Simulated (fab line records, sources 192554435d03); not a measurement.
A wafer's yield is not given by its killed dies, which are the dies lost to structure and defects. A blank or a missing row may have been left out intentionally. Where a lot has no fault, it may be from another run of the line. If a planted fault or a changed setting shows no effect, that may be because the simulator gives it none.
Matching of chambers | flow n5 finfet | rie diel-04 running N5_HKMG_FIN_STRIP_92: 4 sister chambers
The step strips SOC in N2/H2, time 20 s. 16 wafers are shown with their chamber, then 8 later ones without.

WAFERS, EACH WITH ITS CHAMBER
wafer  | chamber | showerhead plenum p Torr (Torr) | drypump motor current A (A) | throttle valve pct (%)
L074.2 | 2       | 3.34                            | 5.4                         | 19.5
L074.3 | 1       | 3.45                            | 5.5                         | 18.8
L074.4 | 3       | 3.29                            | 6.1                         | 18.8
L079.1 | 0       | 3.28                            | 5.9                         | 19.4
L079.2 | 3       | 3.28                            | 6.0                         | 18.5
L079.6 | 0       | 3.28                            | 6.0                         | 19.4
L090.1 | 1       | 3.43                            | 5.4                         | 18.9
L090.3 | 0       | 3.27                            | 5.9                         | 19.4
L090.5 | 3       | 3.27                            | 6.0                         | 18.5
L091.2 | 1       | 3.43                            | 5.4                         | 18.9
L091.5 | 0       | 3.27                            | 5.9                         | 19.5
L091.6 | 1       | 3.43                            | 5.4                         | 18.9
L092.1 | 3       | 3.27                            | 6.0                         | 18.5
L092.2 | 2       | 3.33                            | 5.3                         | 19.1
L092.4 | 1       | 3.43                            | 5.4                         | 18.9
L093.2 | 0       | 3.27                            | 5.9                         | 19.5

SIGNATURES (means of the wafers above)
reading                  | chamber 0 | chamber 1 | chamber 2 | chamber 3 | scatter within a chamber
showerhead plenum p Torr | 3.2740    | 3.4340    | 3.3350    | 3.2775    | 0.00798
drypump motor current A  | 5.920     | 5.420     | 5.350     | 6.025     | 0.0487
throttle valve pct       | 19.440    | 18.880    | 19.300    | 18.575    | 0.118
Rule: a wafer's distance from a chamber is the root of the sum, over the readings, of the square of ((its reading less the chamber's mean) divided by the reading's scatter). If the next closest chamber is less than 2 further off than the closest, the wafer can't be placed; otherwise it belongs to the closest. The scatter: the root of (the sum of the squares of (reading less its chamber's mean) over the shown wafers, divided by (wafers less chambers)).

WAFERS WITHOUT THEIR CHAMBER
wafer  | showerhead plenum p Torr (Torr) | drypump motor current A (A) | throttle valve pct (%)
L093.3 | 3.27                            | 6.1                         | 18.5
L093.4 | 3.43                            | 5.4                         | 18.9
L095.2 | 3.27                            | 6.0                         | 18.5
L095.5 | 3.26                            | 5.9                         | 19.5
L095.6 | 3.43                            | 5.4                         | 18.9
L096.4 | 3.32                            | 5.4                         | 19.1
L096.5 | 3.26                            | 6.0                         | 19.5
L096.6 | 3.27                            | 6.0                         | 18.5

WHICH CHAMBER EACH ONE RAN IN
wafer  | from the rows above | in truth
L093.3 | 3                   | 3
L093.4 | 1                   | 1
L095.2 | 3                   | 3
L095.5 | 0                   | 0
L095.6 | 1                   | 1
L096.4 | 2                   | 2
L096.5 | 0                   | 0
L096.6 | 3                   | 3
Placed correctly: 8 of 8. Number that these rows cannot place: 0. 0 placed wrongly.
